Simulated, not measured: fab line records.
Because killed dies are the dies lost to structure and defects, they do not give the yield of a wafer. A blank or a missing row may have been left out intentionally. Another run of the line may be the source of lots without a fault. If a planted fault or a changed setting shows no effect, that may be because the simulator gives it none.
Split-lot study | flow n5_finfet | 7 lots, 39 wafers read, on a route of 1938 steps

== ABOUT THE SPLIT ==
At N5_DUMMY_GATE_EXPOSE_12 (exposes mask GATE, target cd 25 nm), the setting dose_mj was moved away from the recipe's 34 on 15 of the 39 wafers read, by -7.0% to +5.6%. For the rest of the wafers, this setting stayed at what the recipe calls for.

== FROM THE SPLIT TO THE READING: what the file shows between them, 2 steps ==
- N5_DUMMY_GATE_PEB_13: peb time 60 s
- N5_DUMMY_GATE_DEVELOP_14: develop time 30 s

== THE READING ==
At N5_DUMMY_GATE_CD_MEAS_15: cd_nm in nanometres, against a target cd of 25.8 nm. On this fab line, fault-free wafers typically give 24.98 nm with a standard deviation of 0.24 nm.

wafer  | tool, chamber at the split | dose_mj as run | against the recipe | cd_nm, nm | against lot-mates on the recipe
L081.1 | euv_scanner-01, 0          | 31.61          | -7.0%              | 25.99     | +1.16
L081.2 | euv_scanner-01, 0          | 34             | recipe             | 24.81     | -
L081.3 | euv_scanner-01, 0          | 34             | recipe             | 25.10     | -
L081.4 | euv_scanner-01, 0          | 34             | recipe             | 24.59     | -
L081.5 | euv_scanner-01, 0          | 31.61          | -7.0%              | 26.26     | +1.43
L081.6 | euv_scanner-01, 0          | 31.61          | -7.0%              | 26.08     | +1.25
L084.1 | euv_scanner-02, 0          | 34             | recipe             | 25.76     | -
L084.2 | euv_scanner-02, 0          | 34.96          | +2.8%              | 24.31     | -0.93
L084.3 | euv_scanner-02, 0          | 34             | recipe             | 24.96     | -
L084.4 | euv_scanner-02, 0          | 34.96          | +2.8%              | 24.68     | -0.56
L084.5 | euv_scanner-02, 0          | 34             | recipe             | 24.99     | -
L084.6 | euv_scanner-02, 0          | 34.96          | +2.8%              | 24.88     | -0.36
L085.1 | euv_scanner-01, 0          | 32.37          | -4.8%              | 26.02     | +1.11
L085.2 | euv_scanner-01, 0          | 34             | recipe             | 24.79     | -
L085.3 | euv_scanner-01, 0          | 34             | recipe             | 25.10     | -
L085.4 | euv_scanner-01, 0          | 34             | recipe             | 24.83     | -
L085.5 | euv_scanner-01, 0          | 32.37          | -4.8%              | 25.94     | +1.03
L085.6 | euv_scanner-01, 0          | 32.37          | -4.8%              | 26.42     | +1.51
L086.1 | euv_scanner-02, 0          | 34             | recipe             | 25.40     | -
L086.2 | euv_scanner-02, 0          | 34             | recipe             | 25.12     | -
L086.3 | euv_scanner-02, 0          | 34             | recipe             | 25.33     | -
L086.4 | euv_scanner-02, 0          | 34             | recipe             | 24.99     | -
L086.5 | euv_scanner-02, 0          | 34             | recipe             | 24.85     | -
L086.6 | euv_scanner-02, 0          | 34             | recipe             | 25.12     | -
L089.1 | euv_scanner-02, 0          | 34             | recipe             | 24.80     | -
L089.2 | euv_scanner-02, 0          | 35.92          | +5.6%              | 24.02     | -1.01
L089.3 | euv_scanner-02, 0          | 34             | recipe             | 25.13     | -
L089.4 | euv_scanner-02, 0          | 34             | recipe             | 25.16     | -
L089.5 | euv_scanner-02, 0          | 35.92          | +5.6%              | 24.19     | -0.84
L089.6 | euv_scanner-02, 0          | 35.92          | +5.6%              | 23.99     | -1.04
L091.1 | euv_scanner-02, 0          | 34             | recipe             | 24.83     | -
L091.2 | euv_scanner-02, 0          | 34             | recipe             | 24.61     | -
L091.6 | euv_scanner-02, 0          | 34             | recipe             | 24.75     | -
L092.1 | euv_scanner-02, 0          | 31.83          | -6.4%              | 26.28     | +1.40
L092.2 | euv_scanner-02, 0          | 34             | recipe             | 24.99     | -
L092.3 | euv_scanner-02, 0          | 31.83          | -6.4%              | 26.58     | +1.70
L092.4 | euv_scanner-02, 0          | 34             | recipe             | 24.96     | -
L092.5 | euv_scanner-02, 0          | 31.83          | -6.4%              | 26.62     | +1.74
L092.6 | euv_scanner-02, 0          | 34             | recipe             | 24.69     | -

THE FIT
A straight line over all 39 wafers: cd_nm changes by -0.188 nm for each +1% of dose_mj; r = -0.92; the points scatter about the line by 0.27 nm.
The same after taking each lot's own level away (the mean of its wafers on the recipe; 39 wafers): -0.209 nm for each +1%; r = -0.95; scatter 0.23 nm.
That fit puts the effect of the largest move of dose_mj on the reading at 1.5 nm.
From 24.730 to 25.237 nm: that is the span of the lots' own levels, equal to 2.1 times the standard deviation above.
So the slope is not independent of the lot-to-lot level: the two fits are not the same.
Check: with one of the wafers moved furthest among these (-7.0%) left out of the fit, the line predicts +1.55 nm for it against its lot-mates. Against them it came out at +1.16 nm.

== THE OTHER SPLITS THESE WAFERS WENT THROUGH ==
These wafers also went through other splits before the reading. Each is held against what the fit with the lots' levels taken away leaves over:
other split on the same wafers  | wafers away from the commonest value | r with cd_nm (lot level and that fit taken away)
N5_WELL_APT_EPI_41 target_thk_a | 15                                   | +0.02

== FILE'S OWN FIT ==
cd_nm changes by -0.211 nm for each +1% of dose_mj, r = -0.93.
